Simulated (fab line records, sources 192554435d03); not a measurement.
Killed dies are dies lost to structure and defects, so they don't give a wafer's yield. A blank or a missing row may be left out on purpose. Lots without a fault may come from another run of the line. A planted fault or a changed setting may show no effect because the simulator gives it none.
A struck lot beside a sound one | flow n5_finfet | 19 steps out of a route of 1938
Sound: wafers L935.2, L935.4, L935.5. Struck: wafers L949.1, L949.2, L949.5. The cause comes at the end.
At each step with rows: each side's tool, then ch and its chambers, then its first start. Under that, the readings that differ: sound wafers | struck wafers | difference of the means | sigmas: that difference in standard deviations of wafers without a fault.
alike: readings whose means differ by less than 2 such deviations, and words and numbers that are the same on both sides. not compared: withheld readings, readings that some wafer has no value for, bounds like >300 that may hide the same value, and numbers for which the record gives no deviation and whose values overlap.
The two part at a step that has a row with sigmas, a row that says differs or no value, or rows on one side only. Numbers that don't overlap but have no deviation are shown without sigmas and don't part them. A reading that every wafer of one side lacks parts them only if that side has two wafers or more.

N5_BEOL_M11_CMP_52: polishes, stops on SiCOH lowk, t overpolish 7 s, target thk 140 nm.
  sound on cmp-01 ch 0,1,2, day 12 08:01; struck on cmp-03 ch 1,3, day 15 15:28
  alike: barrier_field_endpoint_s, head_pressure_psi, motor_current_A, overpolish_run_s, time_to_endpoint_s
N5_BEOL_M11_THK_MEAS_53: measures by xrf.
  sound on film_metro-02, day 12 08:14; struck on film_metro-02, day 15 15:46
  reading      | sound       | struck      | difference | sigmas
  M11_THK (nm) | 148 152 140 | 135 132 141 | -11        | -3
then, 1 step without rows for these wafers: N5_BEOL_M11_PRE_CLEAN_55 (time 15 s).
N5_BEOL_M11_DEP_56: deposits SiCN from 3MS/NH3, target thk 30 nm, time 10.5 s.
  sound on pecvd-04 ch 1,2, day 12 08:18; struck on pecvd-04 ch 1,2, day 15 15:49
  alike: showerhead_plenum_p_Torr, throttle_valve_pct
N5_BEOL_M11_RS_MEAS_57: measures by four-point-probe.
  sound on film_metro-02, day 12 08:22; struck on film_metro-01, day 15 15:53
  reading         | sound             | struck            | difference | sigmas
  M11_RS (ohm/sq) | 0.145 0.141 0.154 | 0.158 0.161 0.151 | +0.010     | +2
N5_BEOL_M11_INSPECT_58: inspects for defects (darkfield).
  sound on defect_inspect-01, day 12 08:23; struck on defect_inspect-02, day 15 15:55
  alike: raw_defect_count
N5_BEOL_M12_ILD_DEP_00: deposits SiOC from DEMS/O2, target thk 658.92 nm, time 130.7 s.
  sound on pecvd-01 ch 0,1, day 12 08:25; struck on pecvd-01 ch 0,1,2, day 15 15:57
  alike: heater_power_w, showerhead_plenum_p_Torr, throttle_valve_pct
N5_BEOL_M12_THK_MEAS_01:
  sound on film_metro-02, day 12 08:34; struck on film_metro-01, day 15 16:05
  alike: M12_ILD_THK
then, 4 steps without rows for these wafers: N5_BEOL_M12_COAT_58 (time 60 s, resist thk 89 nm); N5_BEOL_M12_COAT_04 (resist thk 400 nm); N5_BEOL_M12_EBR_06; N5_BEOL_M12_SOFTBAKE_05 (time 60 s).
N5_BEOL_M12_EXPOSE_07: exposes mask V11.
  sound on krf_scanner-02 ch 0, day 12 08:41; struck on krf_scanner-02 ch 0, day 15 16:13
  reading              | sound             | struck            | difference | sigmas
  exposure_dose_mJ_cm2 | 32.50 32.49 32.53 | 36.26 36.37 36.30 | +3.80      | +95
  alike: mask
then, 3 steps without rows for these wafers: N5_BEOL_M12_PEB_08 (peb time 90 s); N5_BEOL_M12_DEVELOP_09 (develop time 45 s); N5_BEOL_M12_HARDBAKE_14 (time 120 s).
N5_BEOL_M12_CD_MEAS_10: target cd 140 nm.
  sound on cd_sem-02 ch 0, day 12 08:52; struck on cd_sem-03 ch 0, day 15 16:23
  reading    | sound             | struck            | difference | sigmas
  cd_nm (nm) | 141.3 141.6 138.6 | 155.0 151.8 154.6 | +13.3      | +6
N5_BEOL_M12_OVL_MEAS_11:
  sound on overlay-02 ch 0, day 12 08:53; struck on overlay-01 ch 0, day 15 16:25
  alike: V11_OVL
N5_PASSIVATION_PROBE_49:
  sound on prober-01, day 13 21:01; struck on prober-01, day 17 08:07
  reading         | sound   | struck   | difference | sigmas
  killed_at_M4_up | 16 6 17 | 51 14 20 | +15        | +3
  alike: defect_limited_yield, killed_at_M0_to_M3, killed_at_contacts, killed_at_front_end, killed_at_other, killed_dies, killed_open, killed_short, sort_bin_4_leakage, sort_bin_5_function, sort_bin_6_memory, sort_bin_8_speed, sort_n_pass, sort_yield_pct

WHERE THEY PART
First at N5_BEOL_M11_THK_MEAS_53; last, within this record, at N5_PASSIVATION_PROBE_49.

WHY: what the simulator had put in
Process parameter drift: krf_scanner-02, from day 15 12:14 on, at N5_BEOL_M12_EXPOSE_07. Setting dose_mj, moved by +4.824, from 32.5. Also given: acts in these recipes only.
